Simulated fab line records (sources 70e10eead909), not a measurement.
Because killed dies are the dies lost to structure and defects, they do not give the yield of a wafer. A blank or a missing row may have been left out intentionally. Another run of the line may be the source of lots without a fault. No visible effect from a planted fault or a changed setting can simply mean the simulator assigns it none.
Matching of chambers    flow nand harc    NHARC_P_M2_ETCH_35 on rie diel-13 has 4 sister chambers
The step etches the open film in N2/H2, target depth 40 nm, overetch 12 nm, time 43.94 s. 8 wafers are shown with their chamber, then 7 later ones without.

== EACH WAFER AND ITS CHAMBER ==
wafer   chamber  drypump motor current A (A)  rf vpp V (V)
L828.5  0        5.1                          425.2
L831.4  2        5.1                          436.1
L831.6  0        5.1                          425.6
L832.3  1        4.8                          432.3
L832.4  3        5.8                          431.6
L832.5  2        5.1                          433.8
L834.1  1        4.9                          433.4
L834.2  3        5.8                          432.1

== WAFERS MISSING THEIR CHAMBER ==
wafer   drypump motor current A (A)  rf vpp V (V)
L834.6  4.9                          431.3
L837.2  4.8                          432.6
L837.5  5.1                          435.2
L837.6  5.8                          430.8
L849.1  4.8                          431.7
L849.3  5.1                          434.8
L849.5  5.2                          433.8

== WHICH CHAMBER EACH WENT THROUGH ==
wafer   from the rows above  in truth
L834.6  1                    1
L837.2  1                    1
L837.5  2                    2
L837.6  3                    3
L849.1  1                    1
L849.3  2                    2
L849.5  2                    2
Placed correctly: 7 of 7. Number that these rows cannot place: 0. Placed wrongly: 0.
How it was worked out, from the rows above alone: a wafer's distance from a chamber is the root of the sum, over the readings, of the square of ((its reading less the chamber's mean) divided by the reading's scatter). If the next closest chamber is less than 2 further off than the closest, the wafer can't be placed; otherwise it belongs to the closest. For every chamber, the mean is computed from those of its wafers that are shown. How the scatter is found: for the shown wafers, subtract from each reading the mean of its chamber, square and add these, divide the total by (wafers less chambers), then take the root.
